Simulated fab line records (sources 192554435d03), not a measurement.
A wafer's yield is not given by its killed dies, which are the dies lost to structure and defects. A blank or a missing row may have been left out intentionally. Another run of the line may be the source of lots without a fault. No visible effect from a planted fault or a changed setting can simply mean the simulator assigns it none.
Chamber matching	flow n5 finfet	4 sister chambers for N5_HKMG_FIN_CMP_23 on cmp-03
The step polishes, stops on SiNx, t overpolish 10 s, target thk 46.326 nm. 24 wafers are shown with their chamber, then 12 later ones without.

== WAFERS, EACH WITH ITS CHAMBER ==
wafer	chamber	time to endpoint s (s)	motor current A (A)	overpolish run s (s)
L075.1	3	14.9	11.0	9.989
L075.2	0	12.5	11.2	9.990
L075.6	1	11.0	11.5	9.995
L076.1	3	16.1	10.5	9.978
L076.3	1	6.0	12.9	9.997
L076.6	2	11.4	11.7	10.010
L078.1	1	8.8	12.3	9.984
L078.3	0	11.8	11.3	10.005
L078.5	2	13.8	12.5	9.993
L079.1	3	16.4	11.4	9.989
L079.4	1	11.9	11.3	10.001
L079.6	3	14.9	11.0	9.990
L080.2	0	9.7	11.5	10.004
L080.5	1	8.1	13.0	10.006
L080.6	2	12.9	12.4	9.989
L081.1	2	13.1	11.8	9.987
L081.3	0	12.2	11.6	9.999
L081.6	2	14.2	11.3	10.006
L085.1	0	11.3	11.2	10.001
L085.4	2	11.8	12.4	9.980
L085.5	0	12.5	10.7	10.006
L088.2	1	9.0	12.0	9.998
L088.3	0	11.2	11.2	10.008
L088.5	0	11.6	10.9	10.001

SIGNATURES (means of the wafers above)
reading	chamber 0	chamber 1	chamber 2	chamber 3	scatter within a chamber
time to endpoint s	11.600	9.133	12.867	15.575	1.34
motor current A	11.200	12.167	12.017	10.975	0.483
overpolish run s	10.00175	9.99683	9.99417	9.98650	0.00793
Rule: for a wafer and a chamber, the distance is found by dividing, reading by reading, the gap between the wafer's reading and the chamber's mean by the reading's scatter, squaring, summing and taking the root. The wafer belongs to the nearest chamber; if the next one is less than 2 further off, it can't be placed. The scatter: the root of (the sum of the squares of (reading less its chamber's mean) over the shown wafers, divided by (wafers less chambers)).

== WAFERS WHOSE CHAMBER IS MISSING ==
wafer	time to endpoint s (s)	motor current A (A)	overpolish run s (s)
L089.1	10.8	12.8	10.010
L089.3	13.7	12.5	9.983
L089.4	13.3	11.2	9.988
L092.4	14.2	11.9	10.009
L092.5	13.7	12.3	9.998
L092.6	11.9	12.2	9.999
L093.2	14.8	11.3	9.984
L093.3	10.7	12.6	10.016
L093.5	13.7	11.3	9.998
L096.1	13.2	11.4	10.001
L096.5	9.9	12.3	10.007
L096.6	14.9	10.9	10.006

== THE CHAMBER EACH PASSED THROUGH ==
wafer	from the rows above	in truth
L089.1	can't be placed: 1 or 2 or 0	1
L089.3	can't be placed: 2 or 3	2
L089.4	can't be placed: 3 or 2 or 0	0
L092.4	can't be placed: 2 or 0 or 3 or 1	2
L092.5	can't be placed: 2 or 0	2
L092.6	can't be placed: 2 or 1 or 0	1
L093.2	can't be placed: 3 or 2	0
L093.3	can't be placed: 1 or 2 or 0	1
L093.5	can't be placed: 0 or 2 or 3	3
L096.1	can't be placed: 0 or 2 or 3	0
L096.5	can't be placed: 1 or 0 or 2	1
L096.6	can't be placed: 3 or 0 or 2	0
Placed correctly: 0 of 12. Not placeable from these rows: 12 (in 11, the candidates include the true chamber). 0 placed wrongly.
